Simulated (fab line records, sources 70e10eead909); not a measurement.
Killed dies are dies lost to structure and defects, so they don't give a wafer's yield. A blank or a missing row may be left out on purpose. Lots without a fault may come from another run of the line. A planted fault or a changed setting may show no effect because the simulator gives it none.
Which tool did it? | flow nand_harc | 13 lots, 38 wafers sampled, at 5 steps of a route of 1159

WHAT THE GAUGES READ, wafer by wafer
NHARC_END_SORT_01.
lot  | measured     | on        | killed_at_array | killed_at_other | killed_at_periphery | killed_dies | killed_open | killed_short
L528 | day 20 01:04 | prober-01 | 22 33 29        | 0 0 0           | 0 4 4               | 22 37 33    | 2 3 2       | 1 1 3
L539 | day 23 20:25 | prober-01 | 51 42 32        | 0 0 1           | 4 2 2               | 55 44 35    | 6 4 2       | 2 1 4
L543 | day 24 04:55 | prober-02 | 31 31 37        | 1 0 0           | 3 1 3               | 35 32 40    | 2 4 4       | 0 3 2
L547 | day 24 21:24 | prober-01 | 41 32 25        | 1 0 1           | 2 7 3               | 44 39 29    | 2 5 0       | 2 3 3

WHICH TOOL RAN EACH LOT (tool, then ch and the chambers of the sampled wafers, then the start)
lot  | NHARC_A_CONTACT_ETCH_75            | NHARC_A_CONTACT_ETCH_77                       | NHARC_A_CONTACT_ETCH_124             | NHARC_A_CONTACT_ETCH_125
L527 | rie_diel-09 ch 0,1,2, day 16 16:25 | rie_diel-09 ch 1,2, day 16 17:30 or earlier   | har_cap_etch-02 ch 0,1, day 16 17:30 | har_cap_etch-02 ch 0,1, day 16 17:41
L528 | rie_diel-03 ch 0,2, day 16 17:10   | rie_diel-03 ch 0,1, day 16 18:13 or earlier   | har_cap_etch-01 ch 0,1, day 16 18:13 | har_cap_etch-01 ch 0,1, day 16 18:25
L526 | rie_diel-03 ch 0,1,3, day 17 02:08 | rie_diel-03 ch 1,3, day 17 03:10 or earlier   | har_cap_etch-02 ch 0,1, day 17 03:10 | har_cap_etch-02 ch 0,1, day 17 03:22
L531 | rie_diel-02 ch 0,1,3, day 17 18:08 | rie_diel-02 ch 1,2,3, day 17 19:15 or earlier | har_cap_etch-02 ch 0,1, day 17 19:15 | har_cap_etch-02 ch 0,1, day 17 19:27
L532 | rie_diel-09 ch 0,1,3, day 17 22:59 | rie_diel-09 ch 0,1,2, day 18 00:06 or earlier | har_cap_etch-01 ch 0,1, day 18 00:06 | har_cap_etch-01 ch 0,1, day 18 00:16
L535 | rie_diel-02 ch 0,3, day 19 03:19   | rie_diel-02 ch 1,2, day 19 04:26 or earlier   | har_cap_etch-02 ch 1, day 19 04:26   | har_cap_etch-02 ch 1, day 19 04:38
L538 | rie_diel-09 ch 1,2,3, day 20 04:07 | rie_diel-09 ch 1,2, day 20 05:13 or earlier   | har_cap_etch-03 ch 0,1, day 20 05:13 | har_cap_etch-03 ch 0,1, day 20 05:34
L539 | rie_diel-09 ch 0,2,3, day 20 15:34 | rie_diel-09 ch 1,2,3, day 20 16:36 or earlier | har_cap_etch-02 ch 0,1, day 20 16:36 | har_cap_etch-02 ch 0,1, day 20 16:48
L543 | rie_diel-03 ch 1,2,3, day 20 21:04 | rie_diel-03 ch 1,2,3, day 20 22:08 or earlier | har_cap_etch-03 ch 0,1, day 20 22:08 | har_cap_etch-03 ch 0,1, day 20 22:23
L545 | rie_diel-03 ch 1,2,3, day 21 13:14 | rie_diel-03 ch 1,2, day 21 14:23 or earlier   | har_cap_etch-01 ch 0,1, day 21 14:23 | har_cap_etch-01 ch 0,1, day 21 14:34
L547 | rie_diel-03 ch 1,2,3, day 21 22:25 | rie_diel-03 ch 0,3, day 21 23:38 or earlier   | har_cap_etch-03 ch 0,1, day 21 23:38 | har_cap_etch-03 ch 0,1, day 21 23:49
L548 | rie_diel-03 ch 0,2,3, day 22 07:20 | rie_diel-03 ch 0,2,3, day 22 08:23 or earlier | har_cap_etch-01 ch 0,1, day 22 08:23 | har_cap_etch-01 ch 0,1, day 22 08:35
L549 | rie_diel-09 ch 0,2,3, day 22 21:22 | rie_diel-09 ch 0,1,2, day 22 22:28 or earlier | har_cap_etch-01 ch 0,1, day 22 22:28 | har_cap_etch-01 ch 0,1, day 22 22:40
- NHARC_A_CONTACT_ETCH_75: etches the open film in CF4, target depth 39 nm, time 65 s.
- NHARC_A_CONTACT_ETCH_77: etches the open film in CF4/CHF3, target depth 72.6 nm, time 36.3 s.
- NHARC_A_CONTACT_ETCH_124: etches the open film in C4F8/O2/Ar, time 140 s, target depth 700 nm.
- NHARC_A_CONTACT_ETCH_125: etches the open film in C4F8/O2/Ar, time 155 s, target depth 956 nm.

WHAT THE TOOLS THEMSELVES READ (means of the sampled wafers that have a number; where no wafer has one, the mark that the record gives instead)
NHARC_A_CONTACT_ETCH_75.
lot  | tool        | drypump_motor_current_A (A) | mfc_ar_sccm (sccm) | oes_product_au (a.u.) | rf_vpp_V (V) | showerhead_plenum_p_Torr (Torr) | throttle_valve_pct (%)
L527 | rie_diel-09 | 5.8                         | 0.000              | 1.000                 | 150.4        | 1.66                            | 13.276
L528 | rie_diel-03 | 5.9                         | 0.020              | 0.994                 | 151.6        | 1.81                            | 13.277
L526 | rie_diel-03 | 5.7                         | 0.012              | 1.001                 | 151.9        | 1.74                            | 13.283
L531 | rie_diel-02 | 5.9                         | 0.000              | 0.993                 | 152.3        | 1.84                            | 13.286
L532 | rie_diel-09 | 5.8                         | 0.000              | 1.003                 | 151.1        | 1.71                            | 13.279
L535 | rie_diel-02 | 6.3                         | 0.000              | 0.934                 | 152.4        | 1.80                            | 13.285
L538 | rie_diel-09 | 5.9                         | 0.000              | 1.000                 | 152.1        | 1.79                            | 13.285
L539 | rie_diel-09 | 6.0                         | 0.000              | 1.001                 | 151.6        | 1.79                            | 13.277
L543 | rie_diel-03 | 5.8                         | 0.015              | 1.007                 | 151.0        | 1.75                            | 13.289
L545 | rie_diel-03 | 5.7                         | 0.015              | 1.004                 | 150.5        | 1.75                            | 13.286
L547 | rie_diel-03 | 5.7                         | 0.015              | 1.006                 | 151.3        | 1.75                            | 13.290
L548 | rie_diel-03 | 5.8                         | 0.012              | 1.007                 | 150.8        | 1.74                            | 13.279
L549 | rie_diel-09 | 6.0                         | 0.000              | 1.006                 | 151.4        | 1.79                            | 13.281

NHARC_A_CONTACT_ETCH_77.
lot  | tool        | drypump_motor_current_A (A) | mfc_ar_sccm (sccm) | oes_product_au (a.u.) | rf_vpp_V (V) | showerhead_plenum_p_Torr (Torr) | throttle_valve_pct (%)
L527 | rie_diel-09 | 5.7                         | 0.000              | 0.927                 | 367.5        | 1.48                            | 16.800
L528 | rie_diel-03 | 5.7                         | 0.020              | 0.932                 | 370.6        | 1.57                            | 16.810
L526 | rie_diel-03 | 5.7                         | 0.008              | 0.923                 | 369.0        | 1.53                            | 16.804
L531 | rie_diel-02 | 5.8                         | 0.000              | 0.957                 | 371.9        | 1.63                            | 16.805
L532 | rie_diel-09 | 5.8                         | 0.000              | 0.956                 | 367.4        | 1.48                            | 16.804
L535 | rie_diel-02 | 5.3                         | 0.000              | 0.934                 | 371.6        | 1.60                            | 16.799
L538 | rie_diel-09 | 5.7                         | 0.000              | 0.925                 | 370.1        | 1.56                            | 16.793
L539 | rie_diel-09 | 5.8                         | 0.000              | 0.919                 | 370.7        | 1.59                            | 16.797
L543 | rie_diel-03 | 5.7                         | 0.015              | 0.929                 | 369.8        | 1.56                            | 16.807
L545 | rie_diel-03 | 5.7                         | 0.023              | 0.924                 | 371.0        | 1.59                            | 16.797
L547 | rie_diel-03 | 5.8                         | 0.009              | 0.922                 | 368.7        | 1.53                            | 16.803
L548 | rie_diel-03 | 5.8                         | 0.012              | 0.929                 | 370.1        | 1.55                            | 16.799
L549 | rie_diel-09 | 5.8                         | 0.000              | 0.923                 | 369.7        | 1.56                            | 16.809

THE ANSWER, worked out from the rows above alone
Rule: what is usual is taken from the lots themselves. Put in order of their means at a reading, lots are off if they are a third of the lots or fewer, leave a main group of 4 or more, and stand apart from it by a gap of 3 or more times the standard deviation of the main group's means; of several such gaps the widest counts. A main group whose means are all the same, to the digits that the tables above print for the reading, isn't used. A lot without any number at a reading at which 4 lots or more have one is off too. The other lots that the step has rows for count as sound. The gauges are gone through in route order, then the tools' own readings, and for those a lot's mean is taken as printed above. The first step at which some lot is off is used, and at that step the reading that is off furthest; a lot without a number counts as furthest.
Off: L535, at NHARC_A_CONTACT_ETCH_75 (oes_product_au). The main group: mean 1.002 a.u., standard deviation 0.0045.
A tool fits if, at that step or a process step before it, it ran every lot that is off, and no sound lot after the first of them. One fits: rie_diel-02 at NHARC_A_CONTACT_ETCH_75. Its last sound lot is L531 (day 17 18:08), its first lot that is off L535 (day 19 03:19): a fault that began between those two fits.
The tool's own readings at NHARC_A_CONTACT_ETCH_75 bear it out: on the lots that are off they differ by more than 5 times the standard deviation of the sound lots' means. oes_product_au reads 0.934 a.u. there against 1.002 a.u. on the sound lots.

WHAT THE SIMULATOR HAD PUT IN
Process parameter drift: rie_diel-02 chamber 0, from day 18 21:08 on, at NHARC_A_CONTACT_ETCH_75. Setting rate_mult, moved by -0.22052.
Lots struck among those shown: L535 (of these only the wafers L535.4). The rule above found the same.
